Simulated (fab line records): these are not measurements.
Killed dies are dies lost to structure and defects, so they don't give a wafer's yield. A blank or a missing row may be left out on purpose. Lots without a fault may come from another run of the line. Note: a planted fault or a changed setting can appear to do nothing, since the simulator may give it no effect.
Split-lot study -- flow n5-finfet -- 7 lots, 39 wafers read, on a route of 1938 steps

== ABOUT THE SPLIT ==
At N5_SD_EPI_P_EPI_21 (deposits SiGe:B, time 355 s), the setting epi-growth-time-s was moved away from the recipe's 355 s on 12 of the 39 wafers read, by -26.4% to +44.0%. All remaining wafers had this setting at the recipe value.

The reading comes from the split's own step.

== THE READING ==
SiGe-B_of_SD_EPI_P_EPI_21.thk-nm (the simulator's own value, which no gauge read), in nm, at N5_SD_EPI_P_EPI_21 (deposits SiGe:B, time 355 s). The file gives no usual value for it. The 27 wafers here that ran the recipe average 60.0 nm, standard deviation 0.67 nm.

wafer,"tool, chamber at the split","epi-growth-time-s as run, s",against the recipe,"SiGe-B_of_SD_EPI_P_EPI_21.thk-nm, nm",against lot-mates on the recipe
L076.1,"epi-rpcvd-01, 0",355,recipe,60.8,-
L076.2,"epi-rpcvd-01, 0",355,recipe,60.8,-
L076.3,"epi-rpcvd-01, 0",355,recipe,60.6,-
L076.5,"epi-rpcvd-01, 0",355,recipe,60.6,-
L076.4,"epi-rpcvd-01, 0",355,recipe,59.8,-
L076.6,"epi-rpcvd-01, 0",355,recipe,61.2,-
L078.1,"epi-rpcvd-03, 0",355,recipe,59.8,-
L078.6,"epi-rpcvd-03, 0",355,recipe,59.8,-
L078.2,"epi-rpcvd-03, 0",468.2,+31.9%,72.4,+12.3
L078.3,"epi-rpcvd-03, 0",468.2,+31.9%,73.2,+13.1
L078.4,"epi-rpcvd-03, 0",355,recipe,60.6,-
L078.5,"epi-rpcvd-03, 0",468.2,+31.9%,72.6,+12.5
L082.1,"epi-rpcvd-03, 0",355,recipe,60,-
L082.2,"epi-rpcvd-03, 0",511.3,+44.0%,77.6,+17.1
L082.3,"epi-rpcvd-03, 0",355,recipe,61,-
L082.4,"epi-rpcvd-03, 0",511.3,+44.0%,78.2,+17.7
L082.5,"epi-rpcvd-03, 0",355,recipe,60.6,-
L082.6,"epi-rpcvd-03, 0",511.3,+44.0%,78,+17.5
L085.4,"epi-rpcvd-03, 0",355,recipe,59.8,-
L085.5,"epi-rpcvd-03, 0",355,recipe,59.4,-
L085.6,"epi-rpcvd-03, 0",355,recipe,59.4,-
L087.1,"epi-rpcvd-02, 0",261.2,-26.4%,48.6,-11.7
L087.2,"epi-rpcvd-02, 0",261.2,-26.4%,48.8,-11.5
L087.3,"epi-rpcvd-02, 0",355,recipe,59.4,-
L087.4,"epi-rpcvd-02, 0",355,recipe,60.6,-
L087.5,"epi-rpcvd-02, 0",355,recipe,60.8,-
L087.6,"epi-rpcvd-02, 0",261.2,-26.4%,48.2,-12.1
L093.1,"epi-rpcvd-01, 0",355,recipe,59.8,-
L093.2,"epi-rpcvd-01, 0",447.1,+25.9%,70.8,+10.5
L093.3,"epi-rpcvd-01, 0",355,recipe,60.8,-
L093.4,"epi-rpcvd-01, 0",447.1,+25.9%,71.4,+11.1
L093.5,"epi-rpcvd-01, 0",355,recipe,60.2,-
L093.6,"epi-rpcvd-01, 0",447.1,+25.9%,71.6,+11.3
L095.1,"epi-rpcvd-03, 0",355,recipe,59.6,-
L095.2,"epi-rpcvd-03, 0",355,recipe,59.2,-
L095.5,"epi-rpcvd-03, 0",355,recipe,59.2,-
L095.3,"epi-rpcvd-03, 0",355,recipe,59.4,-
L095.4,"epi-rpcvd-03, 0",355,recipe,59.4,-
L095.6,"epi-rpcvd-03, 0",355,recipe,58.6,-

THE FIT
A straight line over all 39 wafers: SiGe-B_of_SD_EPI_P_EPI_21.thk-nm changes by +0.414 nm for each +1% of epi-growth-time-s; r = +1.00; the points scatter about the line by 0.65 nm.
The same after taking each lot's own level away (the mean of its wafers on the recipe; 39 wafers): +0.41 nm for each +1%; r = +1.00; scatter 0.5 nm.
According to that fit, moving epi-growth-time-s by its largest amount changes the reading by 18 nm.
The lots' own levels span 59.23 to 60.63 nm, that is 2.1 times the standard deviation above.
Consequently the slope shifts little with the lot-to-lot level, the two slopes agreeing.
Check: with one of the wafers moved furthest among these (+44.0%) left out of the fit, the line predicts +18.1 nm for it against its lot-mates. Against them it came out at +17.1 nm.

== ADDITIONAL SPLITS CARRIED BY THESE WAFERS ==
Other splits were also applied to these wafers ahead of the reading. Each is held against what the fit with the lots' levels taken away leaves over:
other split on the same wafers,wafers away from the commonest value,r with SiGe-B_of_SD_EPI_P_EPI_21.thk-nm (lot level and that fit taken away)
N5_PMOS_HMC_CHANNEL_EPI_DESCUM_14 time-s,12,+0.00
N5_FIN_SAQP_PECVD_06 time-s,12,-0.20

== THE WHOLE CHAIN: every reading that the file lists as answering this split, in the file's order ==
step,what it does,reading,change (the file's fit),r (the file's)
N5_SD_EPI_P_EPI_21,"deposits SiGe:B, time 355 s","SiGe-B_of_SD_EPI_P_EPI_21.thk-nm (the simulator's own value, which no gauge read)",+0.408 nm for each +1% of the setting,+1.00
N5_SD_EPI_P_EPI_MEAS_23,,thk-nm,withheld for each +1% of the setting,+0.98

== FILE'S OWN FIT ==
SiGe-B_of_SD_EPI_P_EPI_21.thk-nm changes by +0.408 nm for each +1% of epi-growth-time-s, r = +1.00.
